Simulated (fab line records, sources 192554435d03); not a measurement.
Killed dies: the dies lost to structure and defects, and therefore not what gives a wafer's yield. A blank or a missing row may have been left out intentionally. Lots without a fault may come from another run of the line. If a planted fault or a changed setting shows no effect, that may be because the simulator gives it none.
Chamber matching	flow n5_finfet	4 sister chambers for N5_BEOL_M0_SAQP_ETCH_102 on rie_si-01
The step etches SiO2 in CF4, target depth 4 nm, time 4.4 s. 27 wafers are shown with their chamber, then 12 later ones without.

== EACH WAFER AND ITS CHAMBER ==
wafer	chamber	throttle_valve_pct (%)	drypump_motor_current_A (A)	oes_product_au (a.u.)
L075.2	3	21.89	5.8	0.959
L075.5	0	22.05	5.0	0.980
L075.6	3	21.88	5.8	0.962
L076.1	1	21.31	5.2	0.982
L076.4	0	22.04	5.0	0.981
L076.6	3	21.89	5.8	0.983
L078.3	0	22.04	5.0	0.994
L078.4	2	21.94	5.7	0.973
L078.6	2	21.94	5.7	0.960
L079.1	3	21.89	5.8	0.967
L079.4	2	21.92	5.7	0.967
L079.6	2	21.93	5.8	0.970
L081.2	3	21.88	5.8	0.969
L081.4	0	22.05	5.0	0.997
L081.6	2	21.94	5.7	0.990
L083.1	1	21.33	5.2	0.985
L083.3	2	21.94	5.7	0.968
L083.6	3	21.89	5.8	0.971
L084.1	2	21.93	5.8	0.977
L084.2	3	21.90	5.8	0.977
L084.3	1	21.31	5.2	0.984
L084.4	0	22.04	5.0	0.997
L084.5	0	22.04	5.0	1.007
L084.6	3	21.91	5.8	0.981
L086.2	2	21.92	5.7	0.957
L086.4	3	21.90	5.8	0.962
L086.6	0	22.04	5.0	0.983

SIGNATURES (averages over the wafers above)
reading	chamber 0	chamber 1	chamber 2	chamber 3	scatter within a chamber
throttle_valve_pct	22.0429	21.3167	21.9325	21.8922	0.00864
drypump_motor_current_A	5.000	5.200	5.725	5.800	0.0255
oes_product_au	0.99129	0.98367	0.97025	0.97011	0.00924
Rule: distance of a wafer from a chamber = root of the sum over the readings of ((wafer's reading minus chamber's mean) / reading's scatter) squared. The wafer belongs to the nearest chamber; if the next one is less than 2 further off, it can't be placed. The scatter is the square root of a quotient: the sum, over the shown wafers, of each reading's squared deviation from its chamber's mean, divided by wafers minus chambers.

== WAFERS WITH NO CHAMBER GIVEN ==
wafer	throttle_valve_pct (%)	drypump_motor_current_A (A)	oes_product_au (a.u.)
L089.1	22.05	5.0	0.994
L089.3	21.31	5.2	0.985
L089.4	22.05	5.0	0.986
L093.1	21.92	5.7	0.969
L093.4	21.34	5.2	0.985
L093.6	21.93	5.7	0.960
L094.1	21.31	5.2	0.981
L094.2	21.93	5.7	0.955
L094.3	22.04	5.0	0.987
L096.2	21.32	5.2	0.994
L096.3	21.89	5.8	0.975
L096.5	22.03	5.0	0.986

== EACH ONE'S CHAMBER ==
wafer	from the rows above	in truth
L089.1	0	0
L089.3	1	1
L089.4	0	0
L093.1	2	2
L093.4	1	1
L093.6	2	2
L094.1	1	1
L094.2	2	2
L094.3	0	0
L096.2	1	1
L096.3	3	3
L096.5	0	0
Correct placement for 12 of the 12. Number that these rows cannot place: 0. Wrongly placed: 0.
